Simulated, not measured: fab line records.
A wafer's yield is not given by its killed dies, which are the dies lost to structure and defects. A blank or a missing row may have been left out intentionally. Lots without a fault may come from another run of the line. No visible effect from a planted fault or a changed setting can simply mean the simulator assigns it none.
fab line records    flow nand_harc    part 1 of 2: steps 1 to 4 of 6
[record] lots = 23  wafers = 69  last_day = 33
route steps=1302 shown A_STAIRCASE@768 A_SGD_CUT@906
lots that met no fault: from a run of the same line without faults
start_h: hours from the record's opening day to when the first of the lot's shown wafers began    wait_h: time in hours since the lot's previous step    " repeats the value in the row above    L1.1+2: several wafers, shown together as one row    - no value present, or no start provided    * or withheld: withheld    < > ~ a bound
route shown NAME@n: names a module that has steps shown in the file, with the first one's number in the route    usual: the fault-free wafers' mean and standard deviation    same: alike in all rows    chamber/n: place in a boat    sites: the reading at each site    _std_site: standard deviation of those values    _edge_site: the outer-site mean with the inner-site mean subtracted    radius_mm: how far each site lies from the wafer's centre    mask NAME#n: copy n    behind: the last tool/chamber to shape the wafer    hold: cause of the lot's hold/its duration in hours/its outcome    device: names the non-switching transistor (n, p or np)    end of line: tests run on the same wafers once the route is complete    where a step has no rows: the recipe by itself    killed: dies lost to structure and defects at the first sort, not the wafer's yield    map: dies across one wafer; x = killed, . = not, _ = none there
set.NAME: the setting as run; set.NAME@STEP: as run at that earlier step    model.NAME: the simulator's own value behind a step, which no gauge read
the route's steps for a sample of lots (tables are steps, rows are wafers)
services: from which hour (start_h, from the record's first day; less than 0 if before it) a tool's chamber was out of use, for how many hours, and why
[[steps]]
[step NHARC_A_STAIRCASE_STRIP_254]
[recipe] power_w = 1500  temp_c = 250  chemistry = O2
[usual] drypump_motor_current_A = 5.7/0.53  heater_power_w = 365/40
lot.wafer  tool             chamber  start_h  wait_h  drypump_motor_current_A  heater_power_w  rf_hours_counter_h
L074.1     plasma_asher-02  0        366.36   -       6.2                      367             25
L074.3     "                0        "        "       6.2                      369             -
L074.6     "                1        "        "       5.3                      432             -
L075.1     plasma_asher-01  1        367.30   -       5.0                      321             4
L075.4     "                0        "        "       6.3                      312             -
L075.5     "                0        "        "       6.3                      323             -
L077.3     plasma_asher-02  1        385.35   0.2     5.3                      418             -
L077.4     "                0        "        "       6.2                      365             -
L077.6     "                0        "        "       6.2                      371             -
L076.1     plasma_asher-02  0        388.96   -       6.2                      368             29
L076.4     "                1        "        "       5.3                      411             -
L076.5     "                1        "        "       5.3                      415             -
L078.2     plasma_asher-02  1        394.16   -       5.3                      426             30
L078.3     "                0        "        "       6.2                      370             -
L078.5     "                1        "        "       5.3                      422             -
L079.1     plasma_asher-02  0        422.11   -       6.2                      371             34
L079.3     "                0        "        "       6.2                      364             -
L079.6     "                0        "        "       6.2                      371             -
L080.1     plasma_asher-01  0        428.14   -       6.3                      313             15
L080.4     "                0        "        "       6.3                      310             -
L080.6     "                0        "        "       6.3                      307             -
L081.2     plasma_asher-02  1        441.97   -       5.3                      405             2
L081.4     "                1        "        "       5.3                      402             -
L081.6     "                0        "        "       6.2                      373             -
L082.4     plasma_asher-02  1        460.67   -       5.3                      403             -
L082.3     "                0        "        "       6.2                      361             -
L082.6     "                1        "        "       5.3                      412             -
L083.1     plasma_asher-02  0        470.90   -       6.2                      371             12
L083.3     "                0        "        "       6.2                      369             -
L083.5     "                1        "        "       5.3                      411             -
L085.2     plasma_asher-01  0        476.27   -       6.3                      311             24
L085.1     "                1        "        "       5.0                      317             24
L085.3     "                1        "        "       5.1                      320             -
L086.2     plasma_asher-02  0        477.52   -       6.2                      369             14
L086.3     "                1        "        "       5.3                      402             -
L086.6     "                1        "        "       5.3                      407             -
L089.1     plasma_asher-01  0        510.98   -       6.3                      323             29
L089.4     "                1        "        "       5.0                      312             -
L089.6     "                1        "        "       5.1                      315             -
L087.3     plasma_asher-02  0        512.74   -       6.2                      379             -
L087.4     "                1        "        "       5.3                      409             -
L087.6     "                0        "        "       6.2                      371             -
L088.1     plasma_asher-02  0        519.61   -       6.2                      372             21
L088.4     "                1        "        "       5.3                      413             -
L088.5     "                1        "        "       5.3                      408             -
L091.2     plasma_asher-01  0        533.61   -       6.3                      319             1
L091.3     "                1        "        "       5.0                      318             -
L091.6     "                1        "        "       5.1                      318             -
L093.3     plasma_asher-01  0        542.94   -       6.3                      320             -
L093.4     "                1        "        "       5.0                      319             -
L093.6     "                1        "        "       5.0                      316             -
L090.1     plasma_asher-01  1        544.64   -       5.0                      316             3
L090.6     "                0        "        "       6.3                      323             -
L090.5     "                1        "        "       5.1                      314             -
L092.4     plasma_asher-02  1        555.12   -       5.3                      407             -
L092.6     "                0        "        "       6.2                      368             -
L092.5     "                1        "        "       5.3                      410             -
L094.2     plasma_asher-02  0        569.87   -       6.2                      373             32
L094.1     "                1        "        "       5.3                      402             32
L094.4     "                0        "        "       6.2                      374             -
L095.2     plasma_asher-02  1        573.73   -       5.3                      410             33
L095.3     "                0        "        "       6.2                      365             -
L095.6     "                1        "        "       5.3                      399             -
L096.2     plasma_asher-01  0        589.87   -       6.3                      314             14
L096.4     "                1        "        "       5.0                      314             -
L096.5     "                0        "        "       6.3                      302             -
L097.2     plasma_asher-02  1        590.78   -       5.3                      411             38
L097.4     "                0        "        "       6.2                      372             -
L097.5     "                1        "        "       5.3                      413             -
[step NHARC_A_STAIRCASE_HM_DEP_459]
[recipe] target_thk_a = 15000  temp_c = 400  material = aC
[usual] throttle_valve_pct = 34.999/0.0088
lot.wafer  tool        chamber  start_h  wait_h  throttle_valve_pct
L074.1     acl_dep-01  0        381.65   6.1     35.013
L074.3     "           0        "        "       34.993
L074.6     "           0        "        "       34.995
L075.1     acl_dep-01  0        384.12   6.1     34.980
L075.4     "           0        "        "       34.997
L075.5     "           0        "        "       34.999
L077.3     acl_dep-01  0        401.36   1.7     34.994
L077.4     "           0        "        "       34.995
L077.6     "           0        "        "       34.993
L076.1     acl_dep-02  0        404.80   1.9     35.010
L076.4     "           0        "        "       34.994
L076.5     "           0        "        "       34.992
L078.2     acl_dep-03  0        405.81   1.1     35.006
L078.3     "           0        "        "       35.004
L078.5     "           0        "        "       35.001
L079.1     acl_dep-03  0        433.15   4.3     35.004
L079.3     "           0        "        "       35.010
L079.6     "           0        "        "       34.999
L080.1     acl_dep-03  0        440.18   0.6     35.008
L080.4     "           0        "        "       34.990
L080.6     "           0        "        "       34.995
L081.2     acl_dep-01  0        449.65   0.4     35.020
L081.4     "           0        "        "       34.995
L081.6     "           0        "        "       35.002
L082.3     acl_dep-02  0        474.73   6.3     34.997
L082.4     "           0        "        "       34.991
L082.6     "           0        "        "       34.990
L083.1     acl_dep-01  0        488.16   5.9     35.011
L083.3     "           0        "        "       34.983
L083.5     "           0        "        "       35.006
L086.2     acl_dep-01  0        490.29   1.9     34.985
L086.3     "           0        "        "       35.007
L086.6     "           0        "        "       35.009
L085.1     acl_dep-02  0        490.46   1.9     34.998
L085.2     "           0        "        "       35.009
L085.3     "           0        "        "       34.999
L089.1     acl_dep-01  0        522.25   1.3     35.008
L089.4     "           0        "        "       35.002
L089.6     "           0        "        "       34.989
L087.3     acl_dep-01  0        524.74   2.7     35.008
L087.4     "           0        "        "       34.989
L087.6     "           0        "        "       35.010
L088.1     acl_dep-01  0        526.17   0.1     34.991
L088.4     "           0        "        "       35.005
L088.5     "           0        "        "       35.005
L091.2     acl_dep-01  0        543.64   1.1     34.988
L091.3     "           0        "        "       34.984
L091.6     "           0        "        "       35.009
L093.3     acl_dep-03  0        557.11   5.5     35.001
L093.4     "           0        "        "       35.018
L093.6     "           0        "        "       34.985
L090.1     acl_dep-03  0        558.34   5.9     35.000
L090.5     "           0        559.55   7.1     34.984
L090.6     "           0        "        "       34.992
L092.4     acl_dep-02  0        570.13   1.0     35.015
L092.5     "           0        "        "       35.004
L092.6     "           0        "        "       34.990
L094.1     acl_dep-02  0        579.25   0.9     35.000
L094.2     "           0        "        "       34.991
L094.4     "           0        "        "       34.985
L095.2     acl_dep-02  0        581.37   0.6     35.006
L095.3     "           0        "        "       35.019
L095.6     "           0        "        "       35.004
L096.2     acl_dep-01  0        601.99   0.4     34.998
L096.4     "           0        "        "       35.013
L096.5     "           0        "        "       34.994
L097.2     acl_dep-02  0        603.12   1.3     34.998
L097.4     "           0        "        "       34.995
L097.5     "           0        "        "       34.988
[step NHARC_A_STAIRCASE_DESCUM_291]
[recipe] time_s = 3  o2_flow_sccm = 200  ar_flow_sccm = 0  bias_power_w = 0  chemistry = O2
[usual] drypump_motor_current_A = 5.8/0.4  oes_product_au = 1.001/0.01  rf_vpp_V = 57.9/0.92  showerhead_plenum_p_Torr = 1.93/0.079  throttle_valve_pct = 11.311/0.0085
lot.wafer  tool         chamber  start_h  wait_h  drypump_motor_current_A  oes_product_au  rf_hours_counter_h  rf_vpp_V  showerhead_plenum_p_Torr  throttle_valve_pct
L074.3     rie_diel-02  2        384.49   -       5.6                      1.002           50                  58.4      1.76                      11.308
L074.1     "            3        "        "       5.7                      1.008           56                  57.9      1.93                      11.304
L074.6     "            0        "        "       6.3                      0.995           -                   57.5      1.81                      11.305
L075.1     rie_diel-13  2        386.84   -       5.8                      1.010           14                  56.3      1.85                      11.327
L075.4     "            3        "        "       5.9                      0.999           -                   56.3      1.93                      11.298
L075.5     "            2        "        "       5.8                      1.004           -                   58.1      1.85                      11.317
L077.4     rie_diel-09  0        403.59   -       6.2                      0.987           30                  58.7      2.05                      11.297
L077.3     "            1        "        "       5.5                      1.008           31                  59.4      1.94                      11.312
L077.6     "            3        "        "       5.0                      0.997           -                   58.0      1.83                      11.306
L076.1     rie_diel-13  3        407.66   -       5.9                      1.003           25                  57.9      1.93                      11.304
L076.4     "            1        "        "       5.9                      0.997           8                   57.6      1.97                      11.287
L076.5     "            2        "        "       5.8                      1.005           -                   56.8      1.84                      11.306
L078.2     rie_diel-09  0        408.37   -       6.2                      1.002           32                  57.1      2.05                      11.311
L078.3     "            3        "        "       5.0                      1.005           31                  57.6      1.83                      11.328
L078.5     "            0        "        "       6.2                      1.002           -                   59.1      2.05                      11.313
L079.3     rie_diel-02  0        436.00   -       6.2                      1.006           8                   55.9      1.81                      11.316
L079.1     "            2        "        "       5.6                      1.017           7                   58.4      2.07                      11.300
L079.6     "            1        "        "       5.1                      0.994           -                   58.8      1.99                      11.306
L080.4     rie_diel-13  3        443.01   -       5.9                      0.991           38                  58.1      1.92                      11.310
L080.1     "            0        "        "       5.9                      0.986           35                  58.6      1.97                      11.327
L080.6     "            2        "        "       5.8                      0.994           -                   55.3      1.84                      11.327
L081.4     rie_diel-13  0        452.11   -       5.9                      0.998           38                  59.1      1.97                      11.326
L081.2     "            1        "        "       5.9                      1.001           19                  56.9      1.96                      11.300
L081.6     "            2        "        "       5.8                      1.007           -                   57.6      1.84                      11.317
L082.4     rie_diel-13  2        476.96   -       5.8                      0.994           45                  57.9      1.84                      11.317
L082.3     "            3        "        "       5.9                      0.998           50                  57.5      1.92                      11.300
L082.6     "            1        "        "       5.9                      0.988           -                   57.7      1.96                      11.313
L083.3     rie_diel-09  2        491.06   -       6.3                      1.003           57                  58.6      1.98                      11.320
L083.1     "            0        "        "       6.2                      1.005           54                  58.2      2.04                      11.319
L083.5     "            2        "        "       6.3                      1.006           -                   58.7      1.98                      11.308
L086.2     rie_diel-09  2        492.71   -       6.3                      1.002           58                  58.3      1.98                      11.319
L086.3     "            0        "        "       6.2                      1.006           55                  57.8      2.04                      11.303
L086.6     "            1        "        "       5.5                      1.009           -                   58.6      1.93                      11.309
L085.3     rie_diel-02  2        493.34   -       5.6                      1.031           28                  59.8      2.07                      11.313
L085.2     "            3        "        "       5.7                      1.001           30                  57.6      1.92                      11.309
L085.1     "            1        "        "       5.1                      1.000           23                  57.4      1.98                      11.316
L089.1     rie_diel-09  3        525.15   -       5.0                      1.001           5                   58.3      1.82                      11.315
L089.4     "            0        "        "       6.2                      0.984           4                   58.9      2.04                      11.311
L089.6     "            2        "        "       6.3                      0.994           -                   58.6      1.98                      11.310
L087.4     rie_diel-09  1        526.96   -       5.5                      1.000           5                   58.5      1.93                      11.317
L087.3     "            0        "        "       6.2                      0.980           5                   58.5      2.04                      11.326
L087.6     "            1        "        "       5.5                      1.004           -                   56.6      1.93                      11.326
L088.1     rie_diel-09  3        529.02   -       5.0                      1.000           7                   57.0      1.82                      11.302
L088.4     "            2        "        "       6.3                      0.993           6                   57.4      1.98                      11.306
L088.5     "            3        "        "       5.0                      0.998           -                   57.9      1.82                      11.321
L091.2     rie_diel-13  0        546.17   -       5.8                      0.997           9                   58.4      1.96                      11.309
L091.3     "            2        "        "       5.8                      1.012           8                   55.4      1.83                      11.299
L091.6     "            1        "        "       5.9                      1.024           -                   58.1      1.95                      11.310
L093.4     rie_diel-02  3        559.21   -       5.7                      0.982           54                  59.3      1.91                      11.312
L093.3     "            0        "        "       6.3                      0.996           50                  57.5      1.79                      11.316
L093.6     "            0        "        "       6.3                      0.996           -                   57.2      1.80                      11.315
L090.1     rie_diel-09  0        561.16   -       6.2                      0.969           16                  59.2      2.03                      11.323
L090.6     "            0        "        "       6.2                      0.984           -                   57.6      2.03                      11.309
L090.5     "            1        "        "       5.5                      1.012           -                   56.8      1.92                      11.306
L092.4     rie_diel-13  1        573.78   -       6.0                      1.001           14                  57.2      1.95                      11.303
L092.5     "            0        "        "       5.9                      0.994           -                   57.9      1.96                      11.314
L092.6     "            1        "        "       5.9                      1.011           -                   57.6      1.95                      11.322
L094.1     rie_diel-02  0        581.95   -       6.3                      0.986           0                   58.8      1.79                      11.315
L094.2     "            1        "        "       5.1                      1.002           0                   58.4      1.98                      11.310
L094.4     "            2        "        "       5.6                      1.015           0                   59.1      2.06                      11.304
L095.2     rie_diel-02  0        583.79   -       6.3                      0.999           1                   57.0      1.79                      11.301
L095.3     "            1        "        "       5.1                      1.004           1                   58.8      1.98                      11.310
L095.6     "            0        "        "       6.3                      0.988           -                   56.9      1.79                      11.314
L096.4     rie_diel-13  1        604.52   -       5.9                      1.002           23                  58.1      1.95                      11.306
L096.2     "            3        "        "       6.0                      1.008           32                  57.8      1.90                      11.305
L096.5     "            0        "        "       5.9                      1.012           -                   57.6      1.95                      11.309
L097.2     rie_diel-02  1        605.68   -       5.1                      1.003           7                   57.7      1.97                      11.312
L097.4     "            2        "        "       5.6                      1.017           7                   58.1      2.05                      11.312
L097.5     "            1        "        "       5.2                      0.999           -                   57.7      1.97                      11.310
[step NHARC_A_STAIRCASE_STRIP_295]
[recipe] o2_flow_sccm = 500  ar_flow_sccm = 0  bias_w = 0  chemistry = O2
[usual] drypump_motor_current_A = 5.8/0.41  oes_product_au = 1.002/0.0098  rf_vpp_V = 58.0/0.83  showerhead_plenum_p_Torr = 3.55/0.14  throttle_valve_pct = 17.037/0.0086
lot.wafer  tool         chamber  start_h  wait_h  drypump_motor_current_A  oes_product_au  rf_hours_counter_h  rf_vpp_V  showerhead_plenum_p_Torr  throttle_valve_pct
L074.1     rie_diel-02  0        -        -       6.3                      0.989           56                  58.0      3.35                      17.040
L074.3     "            1        "        "       5.2                      1.011           47                  58.0      3.67                      17.039
L074.6     "            2        "        "       5.7                      0.984           -                   57.9      3.27                      17.054
L075.1     rie_diel-13  2        -        -       5.8                      1.010           16                  56.7      3.41                      17.051
L075.4     "            0        "        "       5.9                      0.992           -                   58.7      3.64                      17.043
L075.5     "            2        "        "       5.8                      0.995           -                   58.6      3.41                      17.037
L077.3     rie_diel-09  2        -        -       6.4                      1.005           30                  57.0      3.66                      17.038
L077.4     "            0        "        "       6.2                      0.994           31                  58.2      3.76                      17.021
L077.6     "            2        "        "       6.4                      1.006           -                   58.5      3.66                      17.040
L076.4     rie_diel-13  0        -        -       5.9                      0.995           23                  58.8      3.64                      17.041
L076.1     "            3        "        "       5.9                      0.999           25                  58.1      3.55                      17.041
L076.5     "            0        "        "       5.9                      1.001           -                   57.1      3.64                      17.054
L078.2     rie_diel-09  2        -        -       6.4                      0.993           32                  57.7      3.66                      17.031
L078.3     "            3        "        "       5.0                      0.991           32                  59.3      3.39                      17.039
L078.5     "            1        "        "       5.5                      1.008           -                   58.4      3.57                      17.021
L079.1     rie_diel-02  1        -        -       5.1                      0.984           8                   57.8      3.66                      17.041
L079.3     "            0        "        "       6.3                      1.003           9                   56.7      3.34                      17.032
L079.6     "            2        "        "       5.6                      1.012           -                   57.0      3.80                      17.031
L080.1     rie_diel-13  3        -        -       6.0                      0.994           38                  56.4      3.54                      17.056
L080.4     "            0        "        "       5.9                      0.991           36                  57.9      3.63                      17.014
L080.6     "            3        "        "       5.9                      0.992           -                   57.3      3.54                      17.027
L081.2     rie_diel-13  3        -        -       5.9                      1.002           42                  57.6      3.54                      17.042
L081.4     "            0        "        "       5.9                      0.997           39                  57.7      3.63                      17.053
L081.6     "            2        "        "       5.8                      1.010           -                   57.6      3.40                      17.033
L082.3     rie_diel-13  0        -        -       5.9                      0.995           48                  57.1      3.62                      17.035
L082.4     "            1        "        "       5.9                      1.010           30                  58.5      3.61                      17.038
L082.6     "            0        "        "       5.9                      1.000           -                   58.7      3.62                      17.048
L083.3     rie_diel-09  2        -        -       6.4                      1.013           58                  59.1      3.65                      17.039
L083.1     "            0        "        "       6.2                      1.002           55                  56.8      3.74                      17.036
L083.5     "            3        "        "       4.9                      0.992           -                   57.4      3.38                      17.037
L086.2     rie_diel-09  2        -        -       6.4                      1.011           58                  58.4      3.65                      17.043
L086.3     "            3        "        "       5.0                      1.000           59                  58.8      3.38                      17.042
L086.6     "            1        "        "       5.5                      1.006           -                   57.7      3.56                      17.039
L085.3     rie_diel-02  3        -        -       5.8                      0.991           31                  59.0      3.54                      17.029
L085.2     "            1        "        "       5.2                      0.986           24                  57.6      3.65                      17.029
L085.1     "            2        "        "       5.6                      1.014           29                  58.7      3.79                      17.023
L089.1     rie_diel-09  2        -        -       6.3                      0.985           5                   58.2      3.65                      17.046
L089.4     "            0        "        "       6.2                      0.999           5                   60.1      3.74                      17.031
L089.6     "            1        "        "       5.5                      1.017           -                   58.1      3.55                      17.041
L087.3     rie_diel-09  0        -        -       6.2                      0.980           6                   57.7      3.74                      17.050
L087.4     "            2        "        "       6.3                      1.000           5                   57.8      3.64                      17.041
L087.6     "            0        "        "       6.2                      0.991           -                   58.6      3.74                      17.048
L088.1     rie_diel-09  1        -        -       5.5                      1.006           6                   57.0      3.55                      17.033
L088.4     "            2        "        "       6.4                      1.010           7                   57.3      3.64                      17.043
L088.5     "            0        "        "       6.2                      0.981           -                   58.4      3.74                      17.019
L091.3     rie_diel-13  1        -        -       5.9                      1.011           7                   58.3      3.60                      17.036
L091.2     "            2        "        "       5.8                      1.001           8                   58.0      3.38                      17.035
L091.6     "            1        "        "       5.9                      1.014           -                   57.7      3.60                      17.042
L093.4     rie_diel-02  1        -        -       5.2                      0.988           48                  59.1      3.64                      17.037
L093.3     "            3        "        "       5.7                      0.990           54                  58.1      3.53                      17.045
L093.6     "            0        "        "       6.3                      1.007           -                   57.1      3.32                      17.045
L090.1     rie_diel-09  0        -        -       6.2                      0.988           16                  56.8      3.73                      17.049
L090.6     "            2        "        "       6.3                      1.016           -                   57.7      3.64                      17.030
L090.5     "            3        "        "       4.9                      1.011           -                   58.5      3.37                      17.048
L092.4     rie_diel-13  3        -        -       5.9                      1.024           22                  57.7      3.52                      17.026
L092.6     "            0        "        "       5.9                      1.012           -                   58.5      3.60                      17.046
L092.5     "            1        "        "       6.0                      0.998           -                   58.1      3.59                      17.044
L094.1     rie_diel-02  0        -        -       6.3                      1.008           1                   57.9      3.32                      17.032
L094.4     "            1        "        "       5.1                      1.004           1                   57.3      3.63                      17.039
L094.2     "            2        "        "       5.6                      1.012           1                   59.1      3.77                      17.043
L095.2     rie_diel-02  1        -        -       5.1                      1.002           2                   59.5      3.63                      17.021
L095.3     "            3        "        "       5.7                      1.001           1                   57.6      3.53                      17.033
L095.6     "            0        "        "       6.3                      0.992           -                   57.2      3.32                      17.045
L096.4     rie_diel-13  3        -        -       5.9                      1.012           33                  59.1      3.51                      17.048
L096.2     "            0        "        "       5.9                      1.010           29                  57.5      3.60                      17.022
L096.5     "            1        "        "       5.9                      1.018           -                   57.8      3.59                      17.034
L097.2     rie_diel-02  2        -        -       5.7                      1.015           8                   58.9      3.77                      17.039
L097.4     "            0        "        "       6.3                      0.999           9                   57.6      3.32                      17.028
L097.5     "            1        "        "       5.1                      1.003           -                   57.0      3.63                      17.029
